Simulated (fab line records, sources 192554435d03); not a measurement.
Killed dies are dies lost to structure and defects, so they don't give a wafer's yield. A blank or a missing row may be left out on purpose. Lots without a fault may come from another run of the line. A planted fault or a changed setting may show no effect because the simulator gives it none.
Which tool did it? | flow n5_finfet | 14 lots, 41 wafers sampled, at 7 steps of a route of 1938

WHAT THE GAUGES READ, wafer by wafer
N5_MOL_CONTACT_COAG_INSPECT_97: inspects for defects (darkfield).
lot  | measured     | on                | raw_defect_count
L808 | day 6 21:04  | defect_inspect-02 | 34 36 36
L809 | day 7 00:14  | defect_inspect-01 | 51 48 71
L814 | day 8 21:38  | defect_inspect-02 | 66 85
L815 | day 9 16:05  | defect_inspect-01 | 30 25 36
L817 | day 9 19:05  | defect_inspect-01 | 30 27 35
L816 | day 9 19:06  | defect_inspect-02 | 60 46 65
L818 | day 9 22:06  | defect_inspect-01 | 38 16 35
L819 | day 9 22:06  | defect_inspect-02 | 31 30 46
L820 | day 10 01:08 | defect_inspect-02 | 66 27 28
L821 | day 10 07:15 | defect_inspect-01 | 21 31 39
L822 | day 10 10:14 | defect_inspect-02 | 42 50 48
L823 | day 10 23:23 | defect_inspect-02 | 29 37 32
L824 | day 11 02:24 | defect_inspect-02 | 43 60 40
L825 | day 11 09:19 | defect_inspect-02 | 38 45 72

N5_BEOL_M0_SAQP_CD_MEAS_29: target cd 14.4 nm.
lot  | measured     | on        | cd_nm (nm)
L808 | day 7 02:10  | cd_sem-01 | - - -
L809 | day 7 06:31  | cd_sem-03 | - - -
L814 | day 9 04:17  | cd_sem-01 | 15.16 14.57
L815 | day 9 21:44  | cd_sem-01 | 14.83 14.85 15.09
L817 | day 10 03:10 | cd_sem-02 | 14.97 15.13 15.00
L816 | day 10 01:17 | cd_sem-01 | 14.46 15.01 14.90
L818 | day 10 04:05 | cd_sem-02 | 14.69 14.94 14.76
L819 | day 10 03:38 | cd_sem-03 | 14.97 14.72 14.76
L820 | day 10 09:09 | cd_sem-02 | 14.85 14.68 15.17
L821 | day 10 15:20 | cd_sem-02 | 15.25 14.50 14.90
L822 | day 10 18:41 | cd_sem-03 | 14.72 15.14 14.69
L823 | day 11 05:42 | cd_sem-01 | 14.73 15.06 15.29
L824 | day 11 08:34 | cd_sem-02 | 14.69 14.89 15.26
L825 | day 11 14:16 | cd_sem-03 | 15.14 15.13 15.19

N5_BEOL_M4_RC_MEAS_101.
lot  | measured     | on        | DIBL_N (mV/V)  | DIBL_P (mV/V)  | IOFF_N (nA/um)    | IOFF_P (nA/um) | ION_N (uA/um) | ION_P (uA/um) | SS_N (mV/dec)  | SS_P (mV/dec)  | VT_N (mV)   | VT_P (mV)
L814 | day 11 02:14 | prober-02 | 38.6 37.4      | 40.1 36.5      | 0.216 0.170       | 0.23 0.17      | 691 667       | 465 449       | 72.2 72.1      | 74.6 73.5      | 244 249     | -252 -255
L815 | day 11 21:37 | prober-02 | 36.3 36.7 35.4 | 35.4 35.9 33.3 | 0.172 0.179 0.136 | 0.21 0.22 0.17 | 667 674 656   | 456 460 450   | 71.7 71.3 71.5 | 74.1 74.2 72.9 | 248 249 255 | -250 -250 -254
L817 | day 12 01:44 | prober-01 | 37.8 36.9 35.8 | 38.8 37.7 36.3 | 0.196 0.180 0.148 | 0.22 0.21 0.19 | 677 685 670   | 460 464 461   | 71.7 71.3 71.3 | 73.6 73.5 73.9 | 245 247 249 | -248 -250 -252
L816 | day 11 23:48 | prober-02 | 38.3 39.2 35.4 | 39.6 40.3 35.6 | 0.211 0.215 0.146 | 0.29 0.29 0.21 | 697 685 673   | 479 469 468   | 71.4 72.0 71.3 | 73.7 74.0 72.5 | 248 246 249 | -245 -244 -250
L818 | day 12 04:33 | prober-01 | 36.4 40.3 36.8 | 35.7 39.6 35.8 | 0.127 0.217 0.137 | 0.16 0.22 0.16 | 656 674 656   | 444 453 449   | 71.0 72.3 71.5 | 72.9 74.0 73.3 | 255 245 252 | -257 -252 -258
L819 | day 12 05:22 | prober-02 | 35.6 36.2 37.4 | 35.7 36.2 37.4 | 0.135 0.152 0.164 | 0.16 0.17 0.20 | 662 664 674   | 445 446 454   | 71.4 70.7 72.3 | 72.4 73.0 72.9 | 255 249 251 | -255 -255 -255
L820 | day 13 01:41 | prober-01 | 37.9 39.4 38.6 | 38.4 41.1 38.5 | 0.174 0.228 0.181 | 0.24 0.29 0.23 | 668 703 658   | 462 481 452   | 72.1 71.8 71.8 | 73.4 74.9 73.6 | 248 245 250 | -251 -247 -251
L821 | day 12 22:46 | prober-02 | 35.4 36.2 35.8 | 35.2 34.6 35.9 | 0.142 0.146 0.151 | 0.17 0.16 0.18 | 675 669 684   | 463 446 466   | 71.0 71.2 71.3 | 72.1 73.0 73.0 | 249 252 252 | -251 -256 -254
L822 | day 13 01:34 | prober-02 | 36.3 35.6 35.4 | 36.5 36.2 35.1 | 0.160 0.138 0.140 | 0.20 0.20 0.19 | 671 660 673   | 456 451 459   | 72.0 71.5 70.9 | 74.1 73.5 74.4 | 248 254 252 | -253 -255 -253
L823 | day 13 07:11 | prober-02 | 34.0 36.4 36.2 | 34.6 37.1 37.3 | 0.139 0.179 0.174 | 0.20 0.24 0.25 | 679 669 674   | 465 466 467   | 71.0 72.0 71.8 | 72.8 73.6 73.0 | 250 247 248 | -249 -243 -245
L824 | day 13 16:08 | prober-01 | 36.3 38.2 37.6 | 35.9 37.1 37.4 | 0.147 0.161 0.169 | 0.21 0.23 0.24 | 659 665 668   | 459 457 464   | 71.3 71.4 72.0 | 72.9 73.6 73.7 | 253 250 246 | -249 -250 -249
L825 | day 13 20:43 | prober-01 | 35.2 35.4 36.6 | 34.8 35.0 36.5 | 0.133 0.141 0.165 | 0.19 0.20 0.21 | 649 670 663   | 452 462 447   | 72.1 71.4 72.4 | 72.1 72.8 71.9 | 252 250 249 | -252 -251 -251

WHICH TOOL RAN EACH LOT (tool, then ch and the chambers of the sampled wafers, then the start)
lot  | N5_BEOL_M0_SAQP_PECVD_03        | N5_BEOL_M0_SAQP_PECVD_96        | N5_BEOL_M0_SAQP_PECVD_04        | N5_BEOL_M0_SAQP_MANDREL_ETCH_103
L808 | pecvd-04 ch 1,2, day 6 22:05    | pecvd-04 ch 1,2, day 6 22:07    | pecvd-04 ch 1,2, day 6 22:12    | rie_si-02 ch 0,2, day 7 00:30
L809 | pecvd-03 ch 0,1, day 7 02:04    | pecvd-03 ch 0,1, day 7 02:06    | pecvd-03 ch 0,1, day 7 02:11    | rie_si-02 ch 0,2,3, day 7 04:50
L814 | pecvd-04 ch 0, day 8 22:54      | pecvd-04 ch 0, day 8 22:56      | pecvd-04 ch 0, day 8 23:01      | rie_si-05 ch 0,1, day 9 01:43
L815 | pecvd-03 ch 0,2, day 9 17:32    | pecvd-03 ch 0,2, day 9 17:34    | pecvd-03 ch 0,2, day 9 17:40    | rie_si-05 ch 0,1,3, day 9 20:05
L817 | pecvd-03 ch 0,2, day 9 20:43    | pecvd-03 ch 0,2, day 9 20:45    | pecvd-03 ch 0,2, day 9 20:50    | rie_si-02 ch 1,3, day 10 00:30
L816 | pecvd-04 ch 1,2, day 9 20:37    | pecvd-04 ch 1,2, day 9 20:39    | pecvd-04 ch 1,2, day 9 20:44    | rie_si-05 ch 2,3, day 9 23:37
L818 | pecvd-02 ch 0,1,2, day 9 23:10  | pecvd-02 ch 0,1,2, day 9 23:12  | pecvd-02 ch 0,1,2, day 9 23:17  | rie_si-06 ch 0,1, day 10 02:08
L819 | pecvd-02 ch 1,2, day 9 22:56    | pecvd-02 ch 1,2, day 9 22:58    | pecvd-02 ch 1,2, day 9 23:02    | rie_si-06 ch 2,3, day 10 01:36
L820 | pecvd-04 ch 0,1,2, day 10 03:14 | pecvd-04 ch 0,1,2, day 10 03:16 | pecvd-04 ch 0,1,2, day 10 03:22 | rie_si-06 ch 0,1, day 10 06:26
L821 | pecvd-02 ch 0,2, day 10 09:27   | pecvd-02 ch 0,2, day 10 09:28   | pecvd-02 ch 0,2, day 10 09:34   | rie_si-02 ch 2,3, day 10 13:24
L822 | pecvd-03 ch 0,1,2, day 10 11:19 | pecvd-03 ch 0,1,2, day 10 11:20 | pecvd-03 ch 0,1,2, day 10 11:25 | rie_si-05 ch 0,1, day 10 14:07
L823 | pecvd-04 ch 0,1, day 11 01:17   | pecvd-04 ch 0,1, day 11 01:19   | pecvd-04 ch 0,1, day 11 01:24   | rie_si-06 ch 1,2,3, day 11 03:41
L824 | pecvd-04 ch 0,2, day 11 04:04   | pecvd-04 ch 0,2, day 11 04:05   | pecvd-04 ch 0,2, day 11 04:10   | rie_si-06 ch 0,2, day 11 06:44
L825 | pecvd-02 ch 2, day 11 10:04     | pecvd-02 ch 2, day 11 10:07     | pecvd-02 ch 2, day 11 10:14     | rie_si-06 ch 0,3, day 11 12:41
- N5_BEOL_M0_SAQP_PECVD_03: deposits SiCN from 3MS/NH3, target thk 12 nm, time 21.1 s.
- N5_BEOL_M0_SAQP_PECVD_96: deposits a-Si from SiH4/He, target thk 45 nm, time 45.2 s.
- N5_BEOL_M0_SAQP_PECVD_04: deposits a-Si from SiH4/He, target thk 60 nm, time 60.2 s.
- N5_BEOL_M0_SAQP_MANDREL_ETCH_103: etches a-Si in HBr/Cl2, stops on SiCN, target depth 45 nm, bt time 10 s, time 27 s.

WHAT THE TOOLS THEMSELVES READ (means of the sampled wafers that have a number; where no wafer has one, the mark that the record gives instead)
N5_BEOL_M0_SAQP_PECVD_03.
lot  | tool     | chamber_pressure_Torr (Torr) | rf_fwd_power_W (W) | showerhead_plenum_p_Torr (Torr) | throttle_valve_pct (%)
L808 | pecvd-04 | 2.995                        | 199.3              | 3.669                           | 9.2
L809 | pecvd-03 | 2.994                        | 199.1              | 3.683                           | 9.1
L814 | pecvd-04 | 2.998                        | 200.9              | 3.646                           | 8.7
L815 | pecvd-03 | 2.994                        | 199.6              | 3.688                           | 8.7
L817 | pecvd-03 | 3.006                        | 200.1              | 3.694                           | 8.6
L816 | pecvd-04 | 2.992                        | 199.5              | 3.661                           | 9.2
L818 | pecvd-02 | 3.000                        | 199.1              | 3.654                           | 8.7
L819 | pecvd-02 | 3.001                        | 198.0              | 3.663                           | 8.7
L820 | pecvd-04 | 2.998                        | 199.5              | 3.653                           | 8.9
L821 | pecvd-02 | 2.998                        | 198.5              | 3.663                           | 8.7
L822 | pecvd-03 | 2.998                        | 198.8              | 3.685                           | 9.0
L823 | pecvd-04 | 3.002                        | 199.3              | 3.647                           | 9.0
L824 | pecvd-04 | 3.009                        | 199.8              | 3.662                           | 9.1
L825 | pecvd-02 | 2.998                        | 198.7              | 3.671                           | 8.5

N5_BEOL_M0_SAQP_PECVD_96.
lot  | tool     | chamber_pressure_Torr (Torr) | heater_power_outer_w (W) | heater_power_w (W) | showerhead_plenum_p_Torr (Torr) | throttle_valve_pct (%)
L808 | pecvd-04 | -                            | -                        | -                  | -                               | -
L809 | pecvd-03 | -                            | -                        | -                  | -                               | -
L814 | pecvd-04 | 2.993                        | 355                      | 554                | 5.57                            | 17.6
L815 | pecvd-03 | 2.995                        | 342                      | 602                | 5.77                            | 17.7
L817 | pecvd-03 | 3.001                        | 294                      | 565                | 5.76                            | 17.5
L816 | pecvd-04 | 3.002                        | 330                      | 582                | 5.63                            | 18.6
L818 | pecvd-02 | 2.990                        | 351                      | 567                | 5.63                            | 17.5
L819 | pecvd-02 | 3.000                        | 381                      | 603                | 5.66                            | 17.5
L820 | pecvd-04 | 2.995                        | 356                      | 597                | 5.62                            | 18.3
L821 | pecvd-02 | 3.001                        | 378                      | 588                | 5.67                            | 17.4
L822 | pecvd-03 | 2.993                        | 341                      | 608                | 5.75                            | 17.9
L823 | pecvd-04 | 2.996                        | 359                      | 593                | 5.58                            | 18.0
L824 | pecvd-04 | 3.001                        | 333                      | 552                | 5.69                            | 18.2
L825 | pecvd-02 | 2.998                        | 348                      | 560                | 5.69                            | 17.1

N5_BEOL_M0_SAQP_PECVD_04.
lot  | tool     | chamber_pressure_Torr (Torr) | heater_power_outer_w (W) | heater_power_w (W) | showerhead_plenum_p_Torr (Torr) | throttle_valve_pct (%)
L808 | pecvd-04 | 2.997                        | 331                      | 583                | 5.69                            | 18.4
L809 | pecvd-03 | 2.995                        | 355                      | 628                | 5.73                            | 18.3
L814 | pecvd-04 | 2.997                        | 362                      | 560                | 5.58                            | 17.4
L815 | pecvd-03 | 3.006                        | 336                      | 619                | 5.77                            | 17.5
L817 | pecvd-03 | 3.006                        | 309                      | 577                | 5.77                            | 17.6
L816 | pecvd-04 | 2.996                        | 352                      | 593                | 5.66                            | 18.5
L818 | pecvd-02 | 3.001                        | 328                      | 547                | 5.63                            | 17.6
L819 | pecvd-02 | 3.002                        | 372                      | 595                | 5.64                            | 17.4
L820 | pecvd-04 | 3.000                        | 339                      | 576                | 5.63                            | 18.2
L821 | pecvd-02 | 3.002                        | 351                      | 566                | 5.68                            | 17.4
L822 | pecvd-03 | 2.999                        | 318                      | 588                | 5.75                            | 17.8
L823 | pecvd-04 | 3.002                        | 352                      | 582                | 5.58                            | 17.9
L824 | pecvd-04 | 2.997                        | 347                      | 587                | 5.68                            | 18.3
L825 | pecvd-02 | 2.992                        | 355                      | 566                | 5.67                            | 17.3

N5_BEOL_M0_SAQP_MANDREL_ETCH_103.
lot  | tool      | bias_w (W) | drypump_motor_current_A (A) | oes_product_au (a.u.) | throttle_valve_pct (%)
L808 | rie_si-02 | 75.11      | 5.6                         | 0.288                 | 36.3
L809 | rie_si-02 | 75.22      | 5.6                         | 0.285                 | 36.2
L814 | rie_si-05 | 75.31      | 5.7                         | 0.683                 | 35.7
L815 | rie_si-05 | 74.81      | 6.0                         | 0.688                 | 35.9
L817 | rie_si-02 | 75.10      | 5.6                         | 0.683                 | 35.1
L816 | rie_si-05 | 75.12      | 6.2                         | 0.695                 | 35.9
L818 | rie_si-06 | 74.96      | 5.3                         | 0.679                 | 35.4
L819 | rie_si-06 | 74.96      | 5.5                         | 0.696                 | 35.6
L820 | rie_si-06 | 75.08      | 5.4                         | 0.674                 | 35.2
L821 | rie_si-02 | 74.85      | 5.4                         | 0.688                 | 35.3
L822 | rie_si-05 | 74.91      | 5.6                         | 0.700                 | 35.6
L823 | rie_si-06 | 74.98      | 5.5                         | 0.681                 | 35.5
L824 | rie_si-06 | 75.03      | 5.5                         | 0.688                 | 35.2
L825 | rie_si-06 | 75.37      | 5.8                         | 0.674                 | 35.4

THE ANSWER, worked out from the rows above alone
Rule: what is usual is taken from the lots themselves. Put in order of their means at a reading, lots are off if they are a third of the lots or fewer, leave a main group of 4 or more, and stand apart from it by a gap of 3 or more times the standard deviation of the main group's means; of several such gaps the widest counts. A main group whose means are all the same, to the digits that the tables above print for the reading, isn't used. A lot without any number at a reading at which 4 lots or more have one is off too. The other lots that the step has rows for count as sound. The gauges are gone through in route order, then the tools' own readings, and for those a lot's mean is taken as printed above. The first step at which some lot is off is used, and at that step the reading that is off furthest; a lot without a number counts as furthest.
Off: L808, L809, at N5_BEOL_M0_SAQP_CD_MEAS_29 (cd_nm). Without a number there: L808, L809. The main group: mean 14.92 nm, standard deviation 0.1.
A tool fits if, at a process step before that reading, it ran every lot that is off, and no sound lot after the first of them. The gauges at N5_BEOL_M0_SAQP_CD_MEAS_29 aren't tried: what is off there is off at N5_BEOL_M0_SAQP_PECVD_96 too, on other tools, and a gauge's error can't cause that. None of those tried fits.

WHAT THE SIMULATOR HAD PUT IN
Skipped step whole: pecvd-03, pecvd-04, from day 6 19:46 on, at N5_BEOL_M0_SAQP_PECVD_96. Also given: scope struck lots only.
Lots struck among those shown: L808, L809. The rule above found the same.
